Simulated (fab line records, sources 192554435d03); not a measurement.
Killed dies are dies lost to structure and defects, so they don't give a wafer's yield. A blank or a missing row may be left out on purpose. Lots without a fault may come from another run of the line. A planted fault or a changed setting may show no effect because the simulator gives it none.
One fault seen from 2 desks | flow n5_finfet | each desk has only its own numbers; what lay behind them comes last

THE TOOL OWNER'S DESK: pecvd-04
The tool's own readings at N5_BEOL_M5_ILD_DEP_00 (deposits SiCOH lowk from DEMS/porogen, target thk 140.64 nm, time 25.9 s): means of the sampled wafers that have a number, for each lot that ran on this tool. A lot is out of limits, marked OUT, if its mean lies more than 4 standard deviations from the usual mean; the brackets give that distance.
Columns: A = heater_power_w at N5_BEOL_M5_ILD_DEP_00, usual 274 W; B = showerhead_plenum_p_Torr at N5_BEOL_M5_ILD_DEP_00, usual 5.732 Torr; C = susceptor_temp_C at N5_BEOL_M5_ILD_DEP_00, usual 300.01 C; D = throttle_valve_pct at N5_BEOL_M5_ILD_DEP_00, usual 13.7 %
lot  | first seen here | A   | B     | C                | D
L248 | day 8 18:53     | 286 | 5.726 | 300.08           | 13.7
L251 | day 10 14:48    | 284 | 5.727 | 300.07           | 13.9
L258 | day 12 05:45    | 292 | 5.730 | 297.80 (-12) OUT | 13.7
L260 | day 12 08:33    | 260 | 5.736 | 295.50 (-25) OUT | 13.9
This desk's finding: out of limits on L258, L260; first on L258, day 12 05:45 (susceptor_temp_C at N5_BEOL_M5_ILD_DEP_00). In limits: L248, L251.

THE METROLOGY DESK
What the gauges read, lot by lot, whatever tool the lot ran on: means of the sampled wafers that have a number. A lot is out of limits, marked OUT, if its mean lies more than 4 standard deviations from the usual mean; the brackets give that distance.
Columns: A = M5_ILD_THK at N5_BEOL_M5_THK_MEAS_01, usual 121.1 nm
lot  | first seen here | A
L244 | day 8 08:50     | 121.9
L248 | day 8 19:26     | 120.3
L249 | day 9 19:25     | 119.9
L251 | day 10 15:22    | 120.6
L256 | day 11 16:48    | 121.4
L258 | day 12 06:19    | 123.6
L260 | day 12 09:07    | 124.8
L262 | day 13 05:44    | 121.7
L263 | day 13 06:28    | 119.3
L264 | day 13 20:54    | 120.6
L266 | day 14 04:54    | 120.2
This desk's finding: nothing out of limits on any of the 11 lots.

PUT TOGETHER
The tool owner's desk could have raised an alarm at day 12 05:45, on L258, L260.
The metrology desk saw nothing out of limits.
The metrology desk has L258, L260 on record, within its limits.
Of the lots named, all ran N5_BEOL_M5_ILD_DEP_00 on pecvd-04.

WHAT THE SIMULATOR HAD PUT IN
Process parameter drift: pecvd-04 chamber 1, from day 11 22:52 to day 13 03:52, at N5_BEOL_M5_ILD_DEP_00. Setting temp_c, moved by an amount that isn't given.
Lots struck among those shown: L258, L260.
Hours from the fault's start to each desk's first reading out of limits: the tool owner's desk, 7.
